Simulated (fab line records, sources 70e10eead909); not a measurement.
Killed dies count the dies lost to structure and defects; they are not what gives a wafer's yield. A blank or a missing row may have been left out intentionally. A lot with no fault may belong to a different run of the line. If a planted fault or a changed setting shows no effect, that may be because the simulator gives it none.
Matching of chambers || flow nand_harc || NHARC_THIN_TSV_DESCUM_35 on rie_diel-06 has 4 sister chambers
The step chemistry O2, time 3 s. 14 wafers are shown with their chamber, then 7 later ones without.

## WAFERS, EACH WITH ITS CHAMBER
{"wafer": "L608.3", "chamber": 0, "oes_product_au (a.u.)": 0.982, "rf_vpp_V (V)": 58.1, "throttle_valve_pct (%)": 11.301}
{"wafer": "L608.4", "chamber": 2, "oes_product_au (a.u.)": 1.006, "rf_vpp_V (V)": 58.1, "throttle_valve_pct (%)": 11.309}
{"wafer": "L608.5", "chamber": 1, "oes_product_au (a.u.)": 1.002, "rf_vpp_V (V)": 58.5, "throttle_valve_pct (%)": 11.294}
{"wafer": "L611.2", "chamber": 3, "oes_product_au (a.u.)": 0.994, "rf_vpp_V (V)": 57.5, "throttle_valve_pct (%)": 11.312}
{"wafer": "L611.4", "chamber": 1, "oes_product_au (a.u.)": 1.000, "rf_vpp_V (V)": 58.5, "throttle_valve_pct (%)": 11.303}
{"wafer": "L611.6", "chamber": 2, "oes_product_au (a.u.)": 0.999, "rf_vpp_V (V)": 57.3, "throttle_valve_pct (%)": 11.300}
{"wafer": "L612.1", "chamber": 3, "oes_product_au (a.u.)": 1.013, "rf_vpp_V (V)": 56.6, "throttle_valve_pct (%)": 11.317}
{"wafer": "L614.1", "chamber": 2, "oes_product_au (a.u.)": 1.006, "rf_vpp_V (V)": 58.4, "throttle_valve_pct (%)": 11.306}
{"wafer": "L614.6", "chamber": 0, "oes_product_au (a.u.)": 0.977, "rf_vpp_V (V)": 57.3, "throttle_valve_pct (%)": 11.309}
{"wafer": "L618.1", "chamber": 3, "oes_product_au (a.u.)": 1.001, "rf_vpp_V (V)": 56.0, "throttle_valve_pct (%)": 11.316}
{"wafer": "L618.3", "chamber": 1, "oes_product_au (a.u.)": 1.004, "rf_vpp_V (V)": 58.3, "throttle_valve_pct (%)": 11.320}
{"wafer": "L618.5", "chamber": 0, "oes_product_au (a.u.)": 0.978, "rf_vpp_V (V)": 56.8, "throttle_valve_pct (%)": 11.300}
{"wafer": "L621.1", "chamber": 2, "oes_product_au (a.u.)": 0.988, "rf_vpp_V (V)": 59.4, "throttle_valve_pct (%)": 11.305}
{"wafer": "L621.4", "chamber": 1, "oes_product_au (a.u.)": 1.000, "rf_vpp_V (V)": 56.5, "throttle_valve_pct (%)": 11.332}

SIGNATURES (means of the wafers above)
{"reading": "oes_product_au", "chamber 0": 0.97900, "chamber 1": 1.00150, "chamber 2": 0.99975, "chamber 3": 1.00267, "scatter within a chamber": 0.00653}
{"reading": "rf_vpp_V", "chamber 0": 57.400, "chamber 1": 57.950, "chamber 2": 58.300, "chamber 3": 56.700, "scatter within a chamber": 0.842}
{"reading": "throttle_valve_pct", "chamber 0": 11.30333, "chamber 1": 11.31225, "chamber 2": 11.30500, "chamber 3": 11.31500, "scatter within a chamber": 0.00987}
Rule: for each reading, subtract the chamber's mean from the wafer's reading, divide by that reading's scatter and square the result; add these up over the readings and take the root, which gives the wafer's distance from the chamber. The wafer belongs to the nearest chamber; if the next one is less than 2 further off, it can't be placed. The scatter: take each reading less its chamber's mean, square it, sum over the shown wafers, divide by the number of wafers less the number of chambers, and take the root.

## WAFERS WITHOUT THEIR CHAMBER
{"wafer": "L621.6", "oes_product_au (a.u.)": 0.997, "rf_vpp_V (V)": 58.8, "throttle_valve_pct (%)": 11.294}
{"wafer": "L625.1", "oes_product_au (a.u.)": 0.997, "rf_vpp_V (V)": 59.6, "throttle_valve_pct (%)": 11.320}
{"wafer": "L625.2", "oes_product_au (a.u.)": 1.012, "rf_vpp_V (V)": 56.5, "throttle_valve_pct (%)": 11.307}
{"wafer": "L625.3", "oes_product_au (a.u.)": 0.997, "rf_vpp_V (V)": 58.1, "throttle_valve_pct (%)": 11.292}
{"wafer": "L629.3", "oes_product_au (a.u.)": 1.006, "rf_vpp_V (V)": 56.7, "throttle_valve_pct (%)": 11.316}
{"wafer": "L629.4", "oes_product_au (a.u.)": 1.007, "rf_vpp_V (V)": 58.1, "throttle_valve_pct (%)": 11.305}
{"wafer": "L629.6", "oes_product_au (a.u.)": 1.007, "rf_vpp_V (V)": 57.1, "throttle_valve_pct (%)": 11.326}

## CHAMBER TAKEN BY EACH
{"wafer": "L621.6", "from the rows above": "can't be placed: 2 or 1", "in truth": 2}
{"wafer": "L625.1", "from the rows above": "can't be placed: 2 or 1 or 3 or 0", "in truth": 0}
{"wafer": "L625.2", "from the rows above": "can't be placed: 3 or 1 or 2", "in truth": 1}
{"wafer": "L625.3", "from the rows above": "can't be placed: 2 or 1 or 3 or 0", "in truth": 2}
{"wafer": "L629.3", "from the rows above": "can't be placed: 3 or 1 or 2", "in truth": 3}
{"wafer": "L629.4", "from the rows above": "can't be placed: 1 or 2 or 3", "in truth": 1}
{"wafer": "L629.6", "from the rows above": "can't be placed: 3 or 1 or 2", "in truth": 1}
Correct placement for 0 of the 7. Cannot be placed on the basis of these rows: 7; the candidates contain the true chamber in 7. Placed wrongly: 0.
